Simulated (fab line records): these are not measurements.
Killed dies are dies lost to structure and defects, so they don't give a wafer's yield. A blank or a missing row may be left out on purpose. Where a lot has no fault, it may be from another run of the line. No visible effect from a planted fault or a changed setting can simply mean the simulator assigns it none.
fab line records	flow n5Finfet
record lots=9	wafers=27	lastDay=18
route steps=1938 shown ZERO_LAYER@15 WELL_APT@50 PMOS_HMC_CHANNEL_EPI@67 BEOL_M4@1111 PASSIVATION@1936
lots with no fault: from the same line, run without faults
startH: hours from the record's first day to the start of the lot's first wafer shown	waitH: time in hours since the lot's previous step	" as in the row above	L1.1+2: a row that stands for several wafers	- no value, or no start given	* or withheld: withheld	< > ~ a bound
route shown NAME@n: a module of which the file shows steps, and the number in the route of the first	usual: average and standard deviation across the fault-free wafers	same: alike in all rows	chamber/n: place in a boat	sites: the reading at each site	_std_site: standard deviation of those values	_edge_site: inner sites' mean taken away from outer sites' mean	radiusMm: how far each site lies from the wafer's centre	mask NAME#n: copy n	behind: the most recent tool/chamber to have shaped the wafer	hold: what put the lot on hold/how long, in hours/how the hold closed	device: whichever transistor did not switch (one of n, p or np)	end of line: tests of these same wafers at the route's end	a step with no rows: only its recipe	killed: not the wafer's yield, but the dies lost to structure and defects at the first sort	map: the dies of a wafer, with x for killed, . for not killed, _ for no die there
set.NAME: the setting the step ran with; set.NAME@STEP: the setting that earlier step ran with	model.NAME: the simulator's own value behind a step, which no gauge read
route steps across a sampled set of lots; one table per step, one row per wafer
services: the hour from which a tool's chamber was out of use, counted from the record's first day as startH (under 0 if before that day), plus the number of hours and why
## steps
# step N5_ZERO_LAYER_ETCH_17
# recipe chemistry=CF4	target=SiO2	targetDepthA=120	timeS=13.3	ionEnergyEv=350	pressureMtorr=40	sourceW=450	biasW=215	Ar_flow_sccm=100	cf4FlowSccm=100
# usual drypumpMotorCurrentA=5.7/0.41	oesProductAu=0.77/0.064	rfFwdPowerW=446.4/1.8	rfVppV=950/5.2	showerheadPlenumPTorr=2.16/0.08	throttleValvePct=15.72/0.18
# same timeS=13.3
lot.wafer	tool	chamber	startH	waitH	drypumpMotorCurrentA	oesProductAu	rfFwdPowerW	rfHoursCounterH	rfVppV	showerheadPlenumPTorr	throttleValvePct
L463.2	rieDiel-04	1	12.97	0.0	5.4	0.75	447.6	170	953	2.21	15.96
L463.3	"	2	"	"	5.9	0.95	445.7	4	952	2.19	15.41
L463.6	"	3	"	"	6.0	0.73	449.0	-	952	2.23	15.69
L468.2	rieDiel-06	3	42.72	0.0	6.2	0.76	448.3	188	948	2.12	15.72
L468.3	"	0	"	"	5.6	0.76	446.0	150	954	2.22	15.77
L468.6	"	0	"	"	5.6	0.76	446.9	-	954	2.22	15.78
L470.1	rieDiel-04	3	54.84	0.0	6.0	0.72	446.6	187	953	2.22	15.71
L470.3	"	0	"	"	5.3	0.79	444.2	131	954	2.23	15.65
L470.6	"	3	"	"	6.0	0.72	445.9	-	952	2.22	15.71
L471.2	rieDiel-01	0	60.71	0.0	6.2	0.71	445.5	171	943	2.06	15.99
L471.3	"	1	"	"	6.4	0.78	446.3	134	950	2.15	15.77
L471.5	"	1	"	"	6.4	0.78	446.1	-	949	2.15	15.76
L476.1	rieDiel-04	3	91.03	0.0	6.0	0.70	448.8	198	952	2.22	15.74
L476.4	"	1	"	"	5.5	0.73	449.3	193	952	2.20	16.01
L476.5	"	1	"	"	5.4	0.72	446.3	-	954	2.20	16.01
L480.1	rieDiel-06	0	114.76	0.0	5.6	0.75	444.9	168	955	2.21	15.81
L480.3	"	2	"	"	4.8	0.69	444.5	245	942	2.03	15.93
L480.5	"	2	"	"	4.8	0.69	445.0	-	941	2.03	15.93
L481.1	rieDiel-04	1	120.94	0.0	5.4	0.73	447.9	203	953	2.20	16.03
L481.2	"	3	"	"	6.0	0.71	448.7	207	952	2.22	15.77
L481.6	"	1	"	"	5.4	0.73	447.1	-	951	2.20	16.02
L483.1	rieDiel-04	0	132.76	0.0	5.3	0.76	445.4	152	955	2.22	15.69
L483.5	"	3	"	"	6.0	0.71	449.2	-	954	2.22	15.76
L483.6	"	2	"	"	5.9	0.88	448.2	-	952	2.18	15.47
L486.1	rieDiel-06	2	152.44	0.0	4.8	0.99	446.8	2	957	2.28	15.47
L486.3	"	3	"	"	6.1	0.74	447.8	221	947	2.11	15.78
L486.5	"	1	"	"	5.5	0.79	444.8	-	938	1.99	15.51
# step N5_ZERO_LAYER_INSPECT_20
# recipe inspectInstrument=darkfield	mode=postClean
# usual rawDefectCount=36/15
lot.wafer	tool	chamber	startH	waitH	rawDefectCount
L463.2	defectInspect-02	-	13.51	0.0	25
L463.3	"	-	"	"	60
L463.6	"	-	"	"	21
L468.2	defectInspect-02	-	43.26	0.0	47
L468.3	"	-	"	"	31
L468.6	"	-	"	"	38
L470.1	defectInspect-02	-	55.38	0.0	25
L470.3	"	-	"	"	49
L470.6	"	-	"	"	86
L471.2	defectInspect-02	-	61.25	0.0	21
L471.3	"	-	"	"	27
L471.5	"	-	"	"	38
L476.1	defectInspect-01	-	91.57	0.0	19
L476.4	"	-	"	"	43
L476.5	"	-	"	"	30
L480.1	defectInspect-02	-	115.30	0.0	31
L480.3	"	-	"	"	34
L480.5	"	-	"	"	46
L481.1	defectInspect-02	-	121.48	0.0	36
L481.2	"	-	"	"	24
L481.6	"	-	"	"	29
L483.1	defectInspect-02	-	133.29	0.0	61
L483.5	"	-	"	"	39
L483.6	"	-	"	"	84
L486.1	defectInspect-01	-	152.98	0.0	36
L486.3	"	-	"	"	30
L486.5	"	-	"	"	33
# step N5_WELL_APT_RTA_34
# recipe tempC=1000	timeS=10	ambient=N2	idleTempC=600	rampUpCPerS=150	rampDownCPerS=60	coolToC=600
# usual annealTempCMax=1005.2/1	lampPowerPct=13.01/0.055	lamp_zone_5_pct=12.999/0.026	lamp_zone_7_pct=13.42/0.031	timeS=10/0	wafer_temp_C_max=1003.5/1
lot.wafer	tool	chamber	startH	waitH	annealTempCMax	lampPowerPct	lamp_zone_5_pct	lamp_zone_7_pct	timeS	wafer_temp_C_max
L463.2	rtpAnneal-01	0	16.33	0.0	1007.1	13.04	12.991	13.43	10	1004.4
L463.3	"	0	"	"	1005.9	13.06	13.010	13.43	10	1004.5
L463.6	"	0	"	"	1005.2	12.98	12.997	13.45	10	1002.9
L468.2	rtpAnneal-01	0	45.81	0.1	1004.6	13.03	13.003	13.40	10	1003.1
L468.3	"	0	"	"	1006.3	12.92	13.004	13.45	10	1002.8
L468.6	"	0	"	"	1006.4	13.04	13.019	13.45	10	1006.9
L470.1	rtpAnneal-01	-	57.78	0.0	-	-	-	-	-	-
L470.3	"	-	"	"	-	-	-	-	-	-
L470.6	"	-	"	"	-	-	-	-	-	-
L471.2	rtpAnneal-01	-	63.68	0.0	-	-	-	-	-	-
L471.3	"	-	"	"	-	-	-	-	-	-
L471.5	"	-	"	"	-	-	-	-	-	-
L476.1	rtpAnneal-01	0	94.36	0.0	1004.9	13.04	12.980	13.42	10	1002.2
L476.4	"	0	"	"	1004.2	12.98	12.980	13.37	10	1002.8
L476.5	"	0	"	"	1005.1	13.11	12.986	13.42	10	1003.9
L480.1	rtpAnneal-01	0	117.82	0.0	1006.4	13.05	13.000	13.43	10	1003.2
L480.3	"	0	"	"	1006.6	13.00	13.010	13.45	10	1004.2
L480.5	"	0	"	"	1005.5	13.01	13.011	13.45	10	1004.5
L481.1	rtpAnneal-01	0	123.99	0.0	1006.9	13.00	13.011	13.40	10	1005.4
L481.2	"	0	"	"	1005.6	13.11	13.008	13.45	10	1003.8
L481.6	"	0	"	"	1006.9	13.09	13.004	13.43	10	1004.4
L483.1	rtpAnneal-01	0	136.68	0.4	1005.1	12.97	12.963	13.40	10	1003.5
L483.5	"	0	"	"	1007.1	12.95	12.984	13.45	10	1004.9
L483.6	"	0	"	"	1005.9	13.01	13.014	13.45	10	1004.6
L486.1	rtpAnneal-02	0	155.56	0.0	1004.0	12.96	13.009	13.45	10	1003.6
L486.3	"	0	"	"	1006.0	13.07	13.033	13.43	10	1003.7
L486.5	"	0	"	"	1004.3	12.95	13.024	13.38	10	1003.9
# step N5_PMOS_HMC_CHANNEL_EPI_INSPECT_11
# recipe mode=adi	inspectInstrument=macro
# usual rawDefectCount=2.0/1.4
lot.wafer	tool	chamber	startH	waitH	rawDefectCount
L463.2	defectInspect-01	-	17.68	0.0	0
L463.3	"	-	"	"	0
L463.6	"	-	"	"	2
L468.2	defectInspect-01	-	47.37	0.0	2
L468.3	"	-	"	"	0
L468.6	"	-	"	"	2
L470.1	defectInspect-02	-	59.14	0.0	2
L470.3	"	-	"	"	0
L470.6	"	-	"	"	4
L471.2	defectInspect-01	-	65.04	0.0	1
L471.3	"	-	"	"	0
L471.5	"	-	"	"	2
L476.1	defectInspect-02	-	95.73	0.0	2
L476.4	"	-	"	"	2
L476.5	"	-	"	"	2
L480.1	defectInspect-01	-	119.53	0.0	4
L480.3	"	-	"	"	1
L480.5	"	-	"	"	1
L481.1	defectInspect-01	-	125.37	0.0	3
L481.2	"	-	"	"	4
L481.6	"	-	"	"	1
L483.1	defectInspect-01	-	137.93	0.0	2
L483.5	"	-	"	"	0
L483.6	"	-	"	"	2
L486.1	defectInspect-01	-	157.29	0.0	4
L486.3	"	-	"	"	2
L486.5	"	-	"	"	1
# step N5_BEOL_M4_RC_MEAS_101
# usual CJ_N=4.32/0.079	CJ_P=5.82/0.2	DIBL_N=35.9/1.8	DIBL_P=36.2/2	IOFF_N=0.16/0.031	IOFF_N_LONG=5.57e-05/2.3e-06	IOFF_P=0.22/0.041	IOFF_P_LONG=0.000107/1e-05	ION_N=676/11	ION_P=465/8.5	RS_NWELL=1034/6.6	RS_PWELL=3010/22	SS_N=71.4/0.64	SS_P=73.2/0.7	VT_N=250/3.5	VT_N_LONG=274.9/1.6	VT_N_LVT=98/3.6	VT_P=-250/3.9
lot.wafer	tool	chamber	startH	waitH	CJ_N	CJ_P	DIBL_N[mV/V]	DIBL_P[mV/V]	IOFF_N[nA/um]	IOFF_N_LONG[nA/um]	IOFF_P[nA/um]	IOFF_P_LONG[nA/um]	ION_N[uA/um]	ION_P[uA/um]	RS_NWELL[ohm/sq]	RS_PWELL[ohm/sq]	SS_N[mV/dec]	SS_P[mV/dec]	VT_N[mV]	VT_N_LONG[mV]	VT_N_LVT[mV]	VT_P[mV]
L463.2	prober-01	0	172.38	0.2	4.27	5.97	35.4	35.3	0.13	5.57e-05	0.22	0.000128	672	466	1038	3006	71.4	72.4	255	275.2	105	-249
L463.3	"	0	"	"	4.29	5.54	36.9	37.8	0.17	5.67e-05	0.29	0.000122	694	484	1028	2973	71.1	73.3	249	273.3	99	-244
L463.6	"	0	"	"	4.25	5.72	35.3	34.9	0.14	5.67e-05	0.23	0.000123	674	476	1034	2976	70.7	73.0	252	276.0	102	-246
L470.1	prober-01	0	214.18	0.0	3.24	4.67	35.7	32.6	0.11	7.82e-05	0.17	0.000147	609	451	1001	2547	72.6	72.5	263	294.8	113	-252
L470.3	"	0	"	"	3.21	4.61	38.0	35.7	0.14	7.79e-05	0.22	0.000147	617	448	1004	2566	72.6	73.8	258	294.8	108	-249
L470.6	"	0	"	"	3.25	4.70	39.1	35.1	0.17	7.78e-05	0.21	0.000147	613	442	1004	2554	74.4	72.7	259	296.3	109	-249
L468.2	prober-02	0	214.88	0.2	4.29	5.77	35.2	35.6	0.13	5.04e-05	0.18	9e-05	658	448	1034	3008	72.0	73.5	252	274.6	100	-258
L468.3	"	0	"	"	4.27	6.16	36.6	37.7	0.16	5.07e-05	0.22	9.7e-05	671	462	1043	2987	72.2	73.9	248	277.5	98	-254
L468.6	"	0	"	"	4.28	5.86	34.1	34.7	0.12	5.08e-05	0.16	9.2e-05	672	462	1043	2982	71.5	73.3	252	275.5	102	-255
L471.2	prober-01	0	231.62	0.2	3.23	4.81	35.4	37.1	0.11	7.35e-05	0.19	0.00014	621	449	1001	2549	71.5	73.0	260	293.3	110	-251
L471.3	"	0	"	"	3.22	4.77	36.9	37.8	0.14	7.37e-05	0.21	0.000138	617	449	993	2540	72.9	73.2	261	295.5	108	-251
L471.5	"	0	"	"	3.23	4.76	35.7	37.7	0.12	7.4e-05	0.21	0.000138	611	451	998	2552	71.9	73.6	260	295.8	110	-251
L476.1	prober-01	0	252.03	0.0	4.27	5.51	34.1	35.4	0.15	5.56e-05	0.19	0.000102	672	461	1032	3008	70.4	73.0	250	274.4	98	-252
L476.4	"	0	"	"	4.37	5.94	33.9	34.9	0.13	5.58e-05	0.18	0.000109	663	459	1031	3027	71.3	72.6	251	274.5	101	-253
L476.5	"	0	"	"	4.26	5.48	32.4	33.7	0.12	5.54e-05	0.16	0.000103	674	463	1030	3020	70.7	72.8	251	274.1	101	-255
L480.1	prober-01	0	269.86	0.0	4.42	5.78	37.3	38.5	0.21	5.81e-05	0.24	0.0001	689	464	1034	3029	72.4	74.3	245	272.9	91	-249
L480.3	"	0	"	"	4.35	5.27	36.9	37.9	0.20	5.83e-05	0.23	9.4e-05	689	468	1028	3024	71.9	74.2	244	274.5	92	-251
L480.5	"	0	"	"	4.46	5.56	38.6	39.0	0.22	5.87e-05	0.24	9.8e-05	691	463	1030	3008	71.9	74.4	246	273.9	92	-250
L481.1	prober-02	0	284.66	0.0	4.30	5.91	36.1	35.7	0.13	5.53e-05	0.20	0.000111	661	461	1021	2975	70.1	73.6	252	275.1	101	-250
L481.2	"	0	"	"	4.29	5.85	42.1	43.3	0.29	5.33e-05	0.37	0.000113	712	481	1027	3018	71.9	74.9	239	276.8	88	-239
L481.6	"	0	"	"	4.38	6.08	37.3	37.6	0.16	5.52e-05	0.25	0.000117	677	469	1030	2997	70.5	74.3	250	277.2	98	-246
L483.1	prober-01	0	292.51	0.0	4.38	5.44	36.6	37.1	0.16	5.75e-05	0.25	0.000108	684	476	1027	3022	71.8	72.6	248	276.5	98	-247
L483.5	"	0	"	"	4.38	5.40	37.2	37.5	0.16	5.64e-05	0.26	0.000105	673	470	1025	3031	71.3	73.7	251	277.3	98	-247
L483.6	"	0	"	"	4.36	5.99	38.2	39.3	0.21	5.77e-05	0.30	0.000115	702	484	1024	3027	71.5	73.6	244	274.7	94	-246
L486.1	prober-02	0	321.11	0.0	4.28	5.81	35.7	35.5	0.13	5.25e-05	0.15	8.8e-05	676	456	1035	3013	70.6	73.4	250	274.8	99	-258
L486.3	"	0	"	"	4.29	6.11	35.4	35.8	0.13	5.19e-05	0.15	9.3e-05	678	464	1031	3011	70.6	72.5	254	275.9	100	-259
L486.5	"	0	"	"	4.33	5.95	35.6	36.1	0.14	5.25e-05	0.15	9.2e-05	675	452	1041	2982	71.2	73.0	249	276.1	100	-256
# step N5_PASSIVATION_PROBE_49
# usual defectLimitedYield=91.3/1.3	killed_at_M0_to_M3=35/9.3	killed_at_M4_up=14/5.2	killedAtContacts=12/5.9	killedAtFrontEnd=38/11	killedAtOther=4/3.7	killedDies=103/15	killedOpen=67/12	killedShort=34/8	sort_bin_5_function=5.1/0.88	sort_bin_6_memory=3.3/0.65	sort_bin_8_speed=0.00/0.03	sortNPass=1077/15	sortYieldPct=91.3/1.3
# same grossDies=1180	killedAtBackSide=0	sort_bin_4_leakage[%]=0
lot.wafer	tool	chamber	startH	waitH	defectLimitedYield[%]	killed_at_M0_to_M3	killed_at_M4_up	killedAtContacts	killedAtFrontEnd	killedAtOther	killedDies	killedOpen	killedShort	sort_bin_5_function[%]	sort_bin_6_memory[%]	sort_bin_8_speed[%]	sortNPass	sortYieldPct[%]
L470.1	prober-02	-	328.49	0.0	91.0	29	19	25	32	1	106	76	30	5.9	3.1	86.02	59	5.0
L470.3	prober-02	-	328.59	0.1	90.6	33	21	25	30	2	111	75	35	5.5	3.6	81.86	103	8.7
L470.6	prober-02	-	328.74	0.3	90.0	34	19	29	35	1	118	82	33	5.9	3.8	83.98	71	6.0
L471.2	prober-02	-	341.97	0.1	89.9	39	21	15	44	0	119	92	27	6.8	2.9	51.02	459	38.9
L471.3	prober-02	-	342.02	0.1	89.7	47	21	7	30	16	121	79	40	5.5	4.6	54.75	413	35.0
L471.5	prober-02	-	342.12	0.2	92.0	39	16	6	27	6	94	56	35	4.8	3.0	73.39	220	18.6
# killed by level:class
L470.1 MOL_CONTACT_COAG:geometricParticle:open=24 BEOL_M4:geometricParticle:open=11 BEOL_M3:geometricParticle:open=10 STI_FIN_REVEAL:geometricParticle:open=8 GATE_CUT:geometricParticle:short=8 BEOL_M0_SAQP:geometricParticle:open=4 BEOL_M3:geometricParticle:short=4 FIN_SAQP:geometricParticle:short=3
L470.3 MOL_CONTACT_COAG:geometricParticle:open=22 BEOL_M4:geometricParticle:open=15 BEOL_M0_SAQP:geometricParticle:short=8 BEOL_M3:geometricParticle:open=8 STI_FIN_REVEAL:geometricParticle:open=6 BEOL_M0:geometricParticle:short=6 DUMMY_GATE:geometricParticle:open=5 FIN_SAQP:geometricParticle:short=4
L470.6 MOL_CONTACT_COAG:geometricParticle:open=28 STI_FIN_REVEAL:geometricParticle:open=11 BEOL_M4:geometricParticle:open=11 STI_FIN_REVEAL:geometricParticle:short=7 BEOL_M3:geometricParticle:open=6 BEOL_M0_SAQP:geometricParticle:open=5 BEOL_M0_SAQP:geometricParticle:short=5 BEOL_M0:geometricParticle:short=5
L471.2 MOL_CONTACT_COAG:geometricParticle:open=14 FIN_SAQP:geometricParticle:open=13 BEOL_M4:geometricParticle:open=11 STI_FIN_REVEAL:geometricParticle:open=9 BEOL_M3:geometricParticle:open=8 BEOL_M0_SAQP:geometricParticle:open=8 FIN_SAQP:geometricParticle:short=7 BEOL_M0_SAQP:geometricParticle:short=6
L471.3 BEOL_M0_SAQP:geometricParticle:short=11 BEOL_M0_SAQP:geometricParticle:open=11 BEOL_M2:geometricParticle:open=11 BEOL_M4:geometricParticle:open=9 STI_FIN_REVEAL:geometricParticle:open=8 FIN_SAQP:geometricParticle:open=7 MOL_CONTACT_COAG:geometricParticle:open=7 BEOL_M0:geometricParticle:open=6
L471.5 BEOL_M0_SAQP:geometricParticle:short=9 BEOL_M0_SAQP:geometricParticle:open=8 BEOL_M3:geometricParticle:open=7 MOL_CONTACT_COAG:geometricParticle:open=5 BEOL_M3:geometricParticle:short=5 BEOL_M4:geometricParticle:open=5 BEOL_M5:geometricParticle:open=5 FIN_SAQP:geometricParticle:open=4
## services
tool	chamber	startH	hours	kind
rieDiel-04	0	-7.76	7.2	repair
rieDiel-06	3	2.62	7.5	repair
rieDiel-04	-	8.39	0.6	repair
rieDiel-04	0	62.99	3.1	repair
rieDiel-01	0	107.52	8.7	repair
rieDiel-06	2	130.38	-	clean
rieDiel-06	2	130.38	-	consumableReplace:focusRing
rieDiel-06	2	130.38	-	consumableReplace:showerhead
rieDiel-06	2	130.38	17.2	scheduledDown
rieDiel-06	2	130.38	17.2	ventCycle
rieDiel-01	-	142.97	28.1	pm
rieDiel-06	-	151.78	0.2	repair
## key
firstSign step=N5_WELL_APT_RTA_34	reading=toolRecord	direction=missing
effect step=N5_BEOL_M4_RC_MEAS_101	reading=RS_PWELL	direction=down	sigmas=21	usual=3010	struck=2551
effect step=N5_BEOL_M4_RC_MEAS_101	reading=CJ_N	direction=down	sigmas=14	usual=4.32	struck=3.23
effect step=N5_BEOL_M4_RC_MEAS_101	reading=VT_N_LONG	direction=up	sigmas=13	usual=274.9	struck=295.1
effect step=N5_BEOL_M4_RC_MEAS_101	reading=IOFF_N_LONG	direction=up	sigmas=8.7	usual=5.57e-05	struck=7.59e-05
effect step=N5_BEOL_M4_RC_MEAS_101	reading=CJ_P	direction=down	sigmas=5.5	usual=5.82	struck=4.72
effect step=N5_BEOL_M4_RC_MEAS_101	reading=ION_N	direction=down	sigmas=5.3	usual=676	struck=615
effect step=N5_BEOL_M4_RC_MEAS_101	reading=RS_NWELL	direction=down	sigmas=5.3	usual=1034	struck=1000
effect step=N5_BEOL_M4_RC_MEAS_101	reading=IOFF_P_LONG	direction=up	sigmas=3.4	usual=0.000107	struck=0.000143
effect step=N5_BEOL_M4_RC_MEAS_101	reading=VT_N_LVT	direction=up	sigmas=3.3	usual=98	struck=110
effect step=N5_BEOL_M4_RC_MEAS_101	reading=VT_N	direction=up	sigmas=3	usual=250	struck=260
effect step=N5_BEOL_M4_RC_MEAS_101	reading=SS_N	direction=up	sigmas=2	usual=71.4	struck=72.6	wafersMoved=2
effect step=N5_BEOL_M4_RC_MEAS_101	reading=ION_P	direction=down	sigmas=1.9	usual=465	struck=448	wafersMoved=3
effect step=N5_PASSIVATION_PROBE_49	reading=sort_bin_8_speed	direction=up	sigmas=99+	usual=0.00	struck=71.84
metAt N5_WELL_APT_RTA_34
struckLots L470,L471
notActingAt N5_ZERO_LAYER_ETCH_17,N5_ZERO_LAYER_INSPECT_20,N5_PMOS_HMC_CHANNEL_EPI_INSPECT_11
onsetBetween 45.81 57.78
fault kind=skippedStepWhole	tool=rtpAnneal-01	chamber=-	onsetH=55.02	steps=N5_WELL_APT_RTA_34	scope=struckLotsOnly
